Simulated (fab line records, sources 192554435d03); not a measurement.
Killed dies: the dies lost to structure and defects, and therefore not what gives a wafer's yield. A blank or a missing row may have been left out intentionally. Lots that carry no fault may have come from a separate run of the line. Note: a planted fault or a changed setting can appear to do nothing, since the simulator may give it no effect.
fab line records    flow n5-finfet
[record] lots = 5  wafers = 15  last-day = 18
route steps=1938 shown MIM_BOT_LITHO@1857 MIM_BOT_ETCH@1866 PASSIVATION@1936
lots that met no fault: taken from a fault-free run of the same line
start-h: hours from the record's first day to the start of the lot's first wafer shown    wait-h: hours elapsed since this lot's preceding step    " unchanged from the row above    L1.1+2: one row covering several wafers at once    - either no value or no given start    * or withheld: withheld    < > ~ a bound
route shown NAME@n: names a module that has steps shown in the file, with the first one's number in the route    usual: mean/standard deviation taken from wafers without a fault    same: alike in all rows    chamber/n: place in a boat    sites: the reading at each site    _std_site: their standard deviation    _edge_site: outer sites' mean less inner sites'    radius-mm: how far each site lies from the wafer's centre    mask NAME#n: copy n    behind: the last tool/chamber to shape the wafer    hold: reason for holding the lot/hours on hold/outcome of the hold    device: the n, p or np transistor that did not switch    end of line: at the end of the route, the tests of the same wafers    for a step that has no rows: nothing shown but its recipe    killed: dies lost to structure and defects at the first sort, not the wafer's yield    map: dies across one wafer; x = killed, . = not, _ = none there
set.NAME: the run value of the setting; set.NAME@STEP: its run value at that earlier step    model.NAME: the simulator's own value behind a step, which no gauge read
lots seen at some steps along the route; tables by step, rows by wafer
services: the hour from which a tool's chamber was out of use, counted from the record's first day as start-h (under 0 if before that day), plus the number of hours and why
[[steps]]
[step N5_MIM_BOT_LITHO_SOFTBAKE_03]
[recipe] temp-c = 100  time-s = 90
[step N5_MIM_BOT_LITHO_EXPOSE_05]
[recipe] mask-id = MIM_BOT  na = 0.55  source-shape = conventional  sigma-outer = 0.8  polarization = unpolarized  dose-mj = 24.25
[step N5_MIM_BOT_LITHO_PEB_06]
[recipe] peb-temp-c = withheld  peb-time-s = *
[step N5_MIM_BOT_LITHO_DEVELOP_07]
[recipe] develop-time-s = 60  rinse-liquid = diw  dry = air-spin  dev-temp-c = 21
[step N5_MIM_BOT_LITHO_HARDBAKE_09]
[recipe] temp-c = 130  time-s = 120
[step N5_MIM_BOT_LITHO_CD_MEAS_08]
[recipe] target-cd-nm = 3000  landing-energy-ev = 500  detector = se-inlens  polarity = opening
[usual] cd-nm = 2999.0/1.7
lot.wafer  tool       chamber  start-h  wait-h  cd-nm
L255.3     cd-sem-03  0        304.48   -       2999.7
L255.4     "          0        "        "       3000.0
L255.6     "          0        "        "       3000.8
L257.1     cd-sem-01  0        322.03   -       2997.8
L257.2     "          0        "        "       3001.4
L257.5     "          0        "        "       2999.5
L265.1     cd-sem-03  0        368.24   -       3000.6
L265.3     "          0        "        "       2999.7
L265.6     "          0        "        "       3000.5
L268.4     cd-sem-01  0        382.04   -       3000.0
L268.5     "          0        "        "       2998.2
L268.6     "          0        "        "       3001.3
L272.2     cd-sem-01  0        427.94   -       2998.3
L272.3     "          0        "        "       2995.5
L272.6     "          0        "        "       2999.5
[step N5_MIM_BOT_LITHO_OVL_MEAS_11]
[recipe] points-per-wafer = 44
[usual] MIM_BOT_OVL = -4/6.8
lot.wafer  tool        chamber  start-h  wait-h  MIM_BOT_OVL[nm]
L255.3     overlay-01  0        304.50   0.0     1
L255.4     "           0        "        "       1
L255.6     "           0        "        "       0
L257.1     overlay-01  0        322.06   0.0     -2
L257.2     "           0        "        "       -4
L257.5     "           0        "        "       -3
L265.1     overlay-02  0        368.27   0.0     -1
L265.3     "           0        "        "       -3
L265.6     "           0        "        "       7
L268.4     overlay-01  0        382.07   0.0     -2
L268.5     "           0        "        "       -9
L268.6     "           0        "        "       -4
L272.2     overlay-02  0        427.97   0.0     -2
L272.3     "           0        "        "       -9
L272.6     "           0        "        "       3
[step N5_MIM_BOT_LITHO_INSPECT_12]
[recipe] mode = adi  inspect-instrument = macro
[usual] raw-defect-count = 2.1/1.6
lot.wafer  tool               chamber  start-h  wait-h  raw-defect-count
L255.3     defect-inspect-01  -        304.53   0.0     2
L255.4     "                  -        "        "       1
L255.6     "                  -        "        "       2
L257.1     defect-inspect-01  -        322.08   0.0     0
L257.2     "                  -        "        "       3
L257.5     "                  -        "        "       2
L265.1     defect-inspect-01  -        368.29   0.0     0
L265.3     "                  -        "        "       2
L265.6     "                  -        "        "       3
L268.4     defect-inspect-02  -        382.09   0.0     2
L268.5     "                  -        "        "       0
L268.6     "                  -        "        "       2
L272.2     defect-inspect-01  -        427.99   0.0     2
L272.3     "                  -        "        "       0
L272.6     "                  -        "        "       2
[step N5_MIM_BOT_LITHO_DESCUM_10]
[recipe] chemistry = O2  time-s = 7.9  source-power-w = 50  bias-power-w = 20  pressure-mtorr = 20  rf-frequency-hz = 2.712e+07  temp-c = 40  o2-flow-sccm = 225
[usual] drypump-motor-current-A = 5.7/0.44  oes-product-au = 0.82/0.074  rf-vpp-V = 243.1/1.2  showerhead-plenum-p-Torr = 2.10/0.073  throttle-valve-pct = 20.28/0.19
lot.wafer  tool         chamber  start-h  wait-h  drypump-motor-current-A  oes-product-au  rf-hours-counter-h  rf-vpp-V  showerhead-plenum-p-Torr  throttle-valve-pct
L255.3     rie-diel-02  2        304.56   0.0     6.2                      0.77            118                 244.0     2.19                      20.30
L255.4     "            1        "        "       5.2                      0.82            95                  242.6     2.11                      20.32
L255.6     "            1        "        "       5.2                      0.81            -                   243.7     2.11                      20.31
L257.1     rie-diel-04  3        322.12   0.0     6.5                      0.68            247                 243.3     2.15                      20.61
L257.2     "            2        "        "       5.8                      0.92            33                  243.0     2.03                      20.19
L257.5     "            1        "        "       5.4                      0.81            -                   243.3     2.11                      20.33
L265.1     rie-diel-05  0        368.33   0.0     5.8                      0.80            93                  244.0     2.02                      20.32
L265.3     "            1        "        "       5.6                      0.77            111                 243.1     2.02                      20.54
L265.6     "            1        "        "       5.6                      0.77            -                   241.5     2.02                      20.53
L268.4     rie-diel-02  0        382.13   0.0     5.8                      0.98            1                   245.8     2.23                      20.04
L268.5     "            3        "        "       5.7                      0.81            -                   242.3     2.11                      20.13
L268.6     "            0        "        "       5.8                      1.00            -                   245.3     2.23                      20.04
L272.2     rie-diel-04  1        428.06   0.1     5.4                      0.78            128                 243.4     2.10                      20.41
L272.3     "            2        "        "       5.7                      0.87            73                  243.0     2.01                      20.23
L272.6     "            2        "        "       5.7                      0.87            -                   242.4     2.01                      20.24
[step N5_MIM_BOT_ETCH_ETCH_04]
[recipe] chemistry = CF4/O2  target = SiNx  target-depth-a = 260  time-s = 13  ion-energy-ev = 100  pressure-mtorr = 40  source-w = 535  bias-w = 49  Ar_flow_sccm = 100  cf4-flow-sccm = 100  O2_flow_sccm = 10
[usual] drypump-motor-current-A = 5.7/0.44  oes-product-au = 0.82/0.073  rf-vpp-V = 242/5.2  showerhead-plenum-p-Torr = 2.21/0.07  throttle-valve-pct = 15.87/0.17
lot.wafer  tool         chamber  start-h  wait-h  drypump-motor-current-A  oes-product-au  rf-hours-counter-h  rf-vpp-V  showerhead-plenum-p-Torr  throttle-valve-pct
L255.3     rie-diel-02  2        304.63   0.0     6.2                      0.78            118                 235       2.29                      15.79
L255.4     "            1        "        "       5.2                      0.81            95                  241       2.22                      15.89
L255.6     "            1        "        "       5.3                      0.81            -                   240       2.22                      15.90
L257.1     rie-diel-04  3        322.18   0.0     6.5                      0.69            247                 242       2.25                      16.13
L257.2     "            2        "        "       5.8                      0.94            33                  241       2.16                      15.82
L257.5     "            1        "        "       5.3                      0.83            -                   244       2.22                      15.84
L265.1     rie-diel-05  0        368.39   0.0     5.7                      0.81            93                  237       2.12                      15.86
L265.3     "            1        "        "       5.6                      0.78            111                 240       2.13                      16.07
L265.6     "            1        "        "       5.6                      0.79            -                   240       2.13                      16.08
L268.4     rie-diel-02  0        382.19   0.0     5.8                      1.00            1                   252       2.34                      15.61
L268.5     "            3        "        "       5.6                      0.79            -                   249       2.23                      15.70
L268.6     "            0        "        "       5.8                      1.00            -                   251       2.34                      15.61
L272.2     rie-diel-04  1        428.12   0.0     5.3                      0.78            128                 245       2.20                      15.91
L272.3     "            2        "        "       5.8                      0.86            73                  241       2.14                      15.88
L272.6     "            2        "        "       5.7                      0.88            -                   243       2.14                      15.91
[step N5_MIM_BOT_ETCH_ETCH_03]
[recipe] chemistry = Cl2/BCl3  target-depth-a = 120  pressure-mtorr = 8  icp-w = 800  bias-w = 100  Cl2_flow_sccm = 20  bcl3-flow-sccm = 80
[usual] drypump-motor-current-A = 5.97/0.28  mfc-cl2-sccm = 19.99/0.057  oes-product-au = 0.82/0.096  throttle-valve-pct = 27.57/0.27
lot.wafer  tool          chamber  start-h  wait-h  drypump-motor-current-A  mfc-cl2-sccm  oes-product-au  rf-hours-counter-h  throttle-valve-pct
L255.3     rie-metal-03  1        304.75   0.1     5.99                     19.88         0.76            -                   27.63
L255.4     "             0        "        "       6.13                     20.01         0.95            -                   27.27
L255.6     "             0        "        "       6.15                     19.99         0.95            -                   27.25
L257.1     rie-metal-03  0        322.27   0.1     6.12                     19.96         0.93            3                   27.25
L257.2     "             1        "        "       6.00                     20.01         0.75            49                  27.64
L257.5     "             0        "        "       6.13                     19.93         0.94            -                   27.25
L265.1     rie-metal-01  0        368.48   0.1     6.31                     20.03         0.72            55                  27.32
L265.3     "             1        "        "       6.19                     20.12         0.87            -                   27.58
L265.6     "             0        "        "       6.27                     19.93         0.72            -                   27.34
L268.4     rie-metal-03  0        382.31   0.1     6.14                     19.90         0.90            -                   27.27
L268.5     "             0        "        "       6.13                     19.94         0.90            -                   27.29
L268.6     "             1        "        "       6.00                     20.05         0.74            -                   27.64
L272.2     rie-metal-01  1        428.21   0.1     6.17                     20.04         0.84            23                  27.60
L272.3     "             1        "        "       6.17                     20.00         0.84            -                   27.60
L272.6     "             1        "        "       6.17                     19.98         0.84            -                   27.58
[step N5_MIM_BOT_ETCH_ETCH_00]
[recipe] chemistry = Cl2/BCl3  target = TiN  target-depth-a = 455  ion-energy-ev = 150  pressure-mtorr = 10  icp-w = 1000  bias-w = 126  Cl2_flow_sccm = 53.25  bcl3-flow-sccm = 21.75  Ar_flow_sccm = 25
[usual] drypump-motor-current-A = 5.97/0.28  mfc-cl2-sccm = 53.22/0.16  oes-product-au = 0.82/0.097  throttle-valve-pct = 21.94/0.2
lot.wafer  tool          chamber  start-h  wait-h  drypump-motor-current-A  mfc-cl2-sccm  oes-product-au  rf-hours-counter-h  throttle-valve-pct
L255.3     rie-metal-03  1        304.85   0.1     6.02                     53.02         0.75            -                   21.99
L255.4     "             0        "        "       6.15                     53.22         0.95            -                   21.62
L255.6     "             0        "        "       6.14                     53.26         0.95            -                   21.62
L257.1     rie-metal-03  0        322.36   0.1     6.12                     52.87         0.93            3                   21.64
L257.2     "             1        "        "       6.01                     52.81         0.75            49                  21.99
L257.5     "             0        "        "       6.12                     53.24         0.94            -                   21.64
L265.1     rie-metal-01  0        368.57   0.1     6.31                     52.99         0.73            55                  21.85
L265.3     "             1        "        "       6.14                     53.22         0.87            -                   21.88
L265.6     "             0        "        "       6.30                     53.10         0.73            -                   21.83
L268.4     rie-metal-03  0        382.41   0.1     6.13                     53.16         0.90            -                   21.66
L268.5     "             0        "        "       6.11                     53.07         0.89            -                   21.64
L268.6     "             1        "        "       6.00                     53.25         0.75            -                   22.01
L272.2     rie-metal-01  1        428.30   0.1     6.16                     53.25         0.84            23                  21.91
L272.3     "             1        "        "       6.16                     53.24         0.85            -                   21.91
L272.6     "             1        "        "       6.16                     53.26         0.84            -                   21.89
[step N5_MIM_BOT_ETCH_STRIP_01]
[recipe] chemistry = O2  power-w = 600  temp-c = 60  pressure-mtorr = 30  rf-frequency-hz = 6e+07  bias-power-w = 0  overash-fraction = 0.5  o2-flow-sccm = 225
[usual] chamber-pressure-mTorr = 29.99/0.077  drypump-motor-current-A = 5.8/0.44  oes-product-au = 0.82/0.077  rf-vpp-V = 3.8/1.3  showerhead-plenum-p-Torr = 2.10/0.072  throttle-valve-pct = 16.55/0.2
lot.wafer  tool         chamber  start-h  wait-h  chamber-pressure-mTorr  drypump-motor-current-A  oes-product-au  rf-hours-counter-h  rf-vpp-V  showerhead-plenum-p-Torr  throttle-valve-pct
L255.3     rie-diel-05  2        304.95   0.1     29.90                   6.5                      0.94            23                  2.6       2.14                      16.58
L255.4     "            3        "        "       30.09                   5.2                      0.83            77                  4.3       2.20                      16.57
L255.6     "            0        "        "       29.97                   5.8                      0.84            -                   2.0       2.03                      16.52
L257.1     rie-diel-02  3        322.50   0.1     29.93                   5.7                      0.82            63                  3.3       2.12                      16.33
L257.2     "            1        "        "       30.14                   5.2                      0.80            101                 2.9       2.11                      16.57
L257.5     "            1        "        "       30.00                   5.2                      0.80            -                   3.7       2.11                      16.59
L265.1     rie-diel-05  0        368.71   0.1     29.91                   5.7                      0.81            93                  3.3       2.02                      16.59
L265.3     "            3        "        "       38.99                   5.2                      0.80            95                  3.9       2.20                      16.64
L265.6     "            1        "        "       29.94                   5.6                      0.76            -                   5.1       2.02                      16.74
L268.4     rie-diel-02  2        382.51   0.1     29.92                   6.2                      0.75            146                 2.9       2.19                      16.57
L268.5     "            1        "        "       30.15                   5.3                      0.79            -                   3.1       2.10                      16.67
L268.6     "            2        "        "       29.99                   6.2                      0.76            -                   1.9       2.19                      16.62
L272.2     rie-diel-02  0        428.44   0.1     30.14                   5.8                      0.91            15                  1.6       2.23                      16.28
L272.3     "            2        "        "       29.94                   6.2                      0.74            160                 2.6       2.18                      16.61
L272.6     "            3        "        "       29.99                   5.7                      0.78            -                   3.9       2.11                      16.35
[step N5_MIM_BOT_ETCH_STRIP_02]
[recipe] chemistry = post-etch-residue-remover  time-s = 1200  temp-c = 72.5
[step N5_PASSIVATION_PROBE_49]
[usual] defect-limited-yield = 91.3/1.7  killed_at_M0_to_M3 = 33/11  killed_at_M4_up = 14/5.5  killed-at-contacts = 13/6.5  killed-at-front-end = 39/13  killed-at-other = 3.4/2.9  killed-dies = 103/20  killed-on-rim = 14/4.3  killed-open = 69/15  killed-short = 32/8.1  sort_bin_5_function = 5.1/1.1  sort_bin_6_memory = 3.3/0.74  sort-n-pass = 1077/20  sort-yield-pct = 91.3/1.7
[same] gross-dies = 1180  killed-at-back-side = 0  sort_bin_4_leakage[%] = 0  sort_bin_8_speed[%] = 0
lot.wafer  tool       chamber  start-h  wait-h  defect-limited-yield[%]  killed_at_M0_to_M3  killed_at_M4_up  killed-at-contacts  killed-at-front-end  killed-at-other  killed-dies  killed-on-rim  killed-open  killed-short  sort_bin_5_function[%]  sort_bin_6_memory[%]  sort-n-pass  sort-yield-pct[%]
L255.3     prober-02  -        313.58   0.1     89.6                     56                  9                8                   47                   3                123          16             88           32            5.3                     5.0                   1057         89.6
L255.4     prober-02  -        313.63   0.2     92.8                     35                  11               8                   29                   2                85           7              56           28            4.3                     2.4                   1095         92.8
L255.6     prober-02  -        313.73   0.3     90.3                     25                  9                15                  60                   5                114          16             80           31            6.2                     3.4                   1066         90.3
L257.1     prober-01  -        330.91   0.0     91.0                     37                  13               14                  38                   4                106          12             73           32            4.9                     4.0                   1074         91.0
L257.2     prober-01  -        330.96   0.1     93.3                     36                  8                8                   25                   2                79           8              49           26            4.2                     1.9                   1101         93.3
L257.5     prober-01  -        331.11   0.2     88.6                     59                  17               10                  46                   2                134          18             83           49            5.9                     5.2                   1046         88.6
L268.4     prober-02  -        393.93   0.2     91.4                     34                  19               19                  26                   3                101          13             77           22            5.2                     3.4                   1079         91.4
L268.5     prober-02  -        393.98   0.2     90.7                     36                  20               14                  35                   5                110          15             77           31            5.3                     3.9                   1070         90.7
L268.6     prober-02  -        394.03   0.3     91.9                     45                  11               20                  18                   2                96           13             57           35            5.1                     2.7                   1084         91.9
L272.2     prober-02  -        438.34   0.1     93.2                     38                  10               8                   22                   2                80           9              59           19            4.3                     2.3                   1100         93.2
L272.3     prober-02  -        438.39   0.1     91.9                     32                  18               7                   37                   2                96           10             74           18            4.4                     3.1                   1084         91.9
L272.6     prober-02  -        438.54   0.3     89.8                     38                  22               15                  37                   8                120          16             72           40            5.1                     4.2                   1060         89.8
// killed by level:class
L255.3 STI_FIN_REVEAL:geometric-particle:open=20 BEOL_M0_SAQP:geometric-particle:open=15 FIN_SAQP:geometric-particle:open=8 BEOL_M0_SAQP:geometric-particle:short=8 FIN_SAQP:geometric-particle:short=7 BEOL_M3:geometric-particle:open=7 BEOL_M0:geometric-particle:open=7 MOL_CONTACT_COAG:geometric-particle:open=6
L255.4 STI_FIN_REVEAL:geometric-particle:open=11 BEOL_M0_SAQP:geometric-particle:short=10 BEOL_M0_SAQP:geometric-particle:open=9 BEOL_M1:geometric-particle:open=9 MOL_CONTACT_COAG:geometric-particle:open=8 FIN_SAQP:geometric-particle:short=5 BEOL_M4:geometric-particle:open=4 BEOL_M3:geometric-particle:open=3
L255.6 STI_FIN_REVEAL:geometric-particle:open=23 FIN_SAQP:geometric-particle:open=11 MOL_CONTACT_COAG:geometric-particle:open=11 FIN_SAQP:geometric-particle:short=9 BEOL_M0_SAQP:geometric-particle:open=8 BEOL_M0_SAQP:geometric-particle:short=6 BEOL_M2:geometric-particle:open=5 DUMMY_GATE:geometric-particle:open=4
L257.1 MOL_CONTACT_COAG:geometric-particle:open=13 FIN_SAQP:geometric-particle:open=10 BEOL_M0_SAQP:geometric-particle:open=9 BEOL_M0_SAQP:geometric-particle:short=7 FIN_SAQP:geometric-particle:short=6 BEOL_M5:geometric-particle:open=5 DUMMY_GATE:geometric-particle:open=4 BEOL_M2:geometric-particle:open=4
L257.2 BEOL_M0:geometric-particle:open=11 BEOL_M0_SAQP:geometric-particle:short=8 BEOL_M0_SAQP:geometric-particle:open=6 FIN_SAQP:geometric-particle:open=5 MOL_CONTACT_COAG:geometric-particle:open=5 BEOL_M1:geometric-particle:open=5 DUMMY_GATE:geometric-particle:open=3 MOL_CONTACT_COAG:geometric-particle:short=3
L257.5 BEOL_M0_SAQP:geometric-particle:short=17 BEOL_M0_SAQP:geometric-particle:open=14 FIN_SAQP:geometric-particle:open=13 MOL_CONTACT_COAG:geometric-particle:open=9 BEOL_M1:geometric-particle:open=8 BEOL_M2:geometric-particle:open=8 FIN_SAQP:geometric-particle:short=7 BEOL_M3:geometric-particle:open=6
L268.4 MOL_CONTACT_COAG:geometric-particle:open=14 BEOL_M4:geometric-particle:open=12 STI_FIN_REVEAL:geometric-particle:open=9 BEOL_M3:geometric-particle:open=8 FIN_SAQP:geometric-particle:open=6 BEOL_M0_SAQP:geometric-particle:open=6 BEOL_M2:geometric-particle:open=6 BEOL_M1:geometric-particle:open=5
L268.5 BEOL_M2:geometric-particle:open=20 MOL_CONTACT_COAG:geometric-particle:open=11 BEOL_M4:geometric-particle:open=9 FIN_SAQP:geometric-particle:open=7 STI_FIN_REVEAL:geometric-particle:open=5 DUMMY_GATE:geometric-particle:open=5 BEOL_M2:geometric-particle:short=5 BEOL_M7:geometric-particle:open=4
L268.6 MOL_CONTACT_COAG:geometric-particle:open=12 BEOL_M2:geometric-particle:open=11 BEOL_M0_SAQP:geometric-particle:short=10 BEOL_M0_SAQP:geometric-particle:open=7 FIN_SAQP:geometric-particle:short=6 MOL_CONTACT_COAG:geometric-particle:short=5 BEOL_M1:geometric-particle:open=5 BEOL_M3:geometric-particle:open=5
L272.2 FIN_SAQP:geometric-particle:open=9 BEOL_M3:geometric-particle:open=9 BEOL_M0_SAQP:geometric-particle:short=8 BEOL_M1:geometric-particle:open=7 MOL_CONTACT_COAG:geometric-particle:open=6 BEOL_M4:geometric-particle:open=6 STI_FIN_REVEAL:geometric-particle:open=4 BEOL_M2:geometric-particle:open=4
L272.3 BEOL_M4:geometric-particle:open=15 BEOL_M0_SAQP:geometric-particle:open=12 FIN_SAQP:geometric-particle:open=8 BEOL_M3:geometric-particle:open=8 MOL_CONTACT_COAG:geometric-particle:open=7 GATE_CUT:geometric-particle:open=6 DUMMY_GATE:geometric-particle:open=5 BEOL_M0_SAQP:geometric-particle:short=4
L272.6 MOL_CONTACT_COAG:geometric-particle:open=12 FIN_SAQP:geometric-particle:open=7 GATE_CUT:geometric-particle:short=7 BEOL_M0_SAQP:geometric-particle:open=6 BEOL_M4:geometric-particle:open=6 HKMG_FIN:area-etch=6 DUMMY_GATE:geometric-particle:open=5 BEOL_M2:geometric-particle:short=5
[[services]]
tool          chamber  start-h  hours  kind
rie-diel-04   3        302.35   11.0   repair
rie-diel-05   -        312.36   2.8    pm
rie-diel-04   3        329.41   -      clean
rie-diel-04   3        329.41   -      consumable-replace:focus-ring
rie-diel-04   3        329.41   35.7   scheduled-down
rie-diel-04   3        329.41   35.7   vent-cycle
rie-diel-04   -        337.78   6.8    repair
rie-diel-02   -        344.64   0.3    repair
rie-metal-03  -        350.73   2.8    pm
rie-diel-05   3        351.58   8.8    repair
rie-diel-02   0        354.63   -      clean
rie-diel-02   0        354.63   -      consumable-replace:focus-ring
rie-diel-02   0        354.63   -      consumable-replace:showerhead
rie-diel-02   0        354.63   22.2   scheduled-down
rie-diel-02   0        354.63   22.2   vent-cycle
rie-diel-05   2        364.74   10.6   repair
rie-diel-04   -        406.79   0.3    repair
[[key]]
[first-sign] step = N5_MIM_BOT_ETCH_STRIP_01  reading = chamber-pressure-mTorr  direction = up  sigmas = 99+  usual = *  struck = *
effect none on later readings
met-at N5_MIM_BOT_ETCH_STRIP_01
struck-wafers L265.3
onset-between 304.95 368.71
[fault] kind = process-parameter-drift  tool = rie-diel-05  chamber = 3  onset-h = 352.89  steps = N5_MIM_BOT_ETCH_STRIP_01  channel = pressure-mtorr  offset = *  shape = step  end-h = 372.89  acts-in = *  stated = *
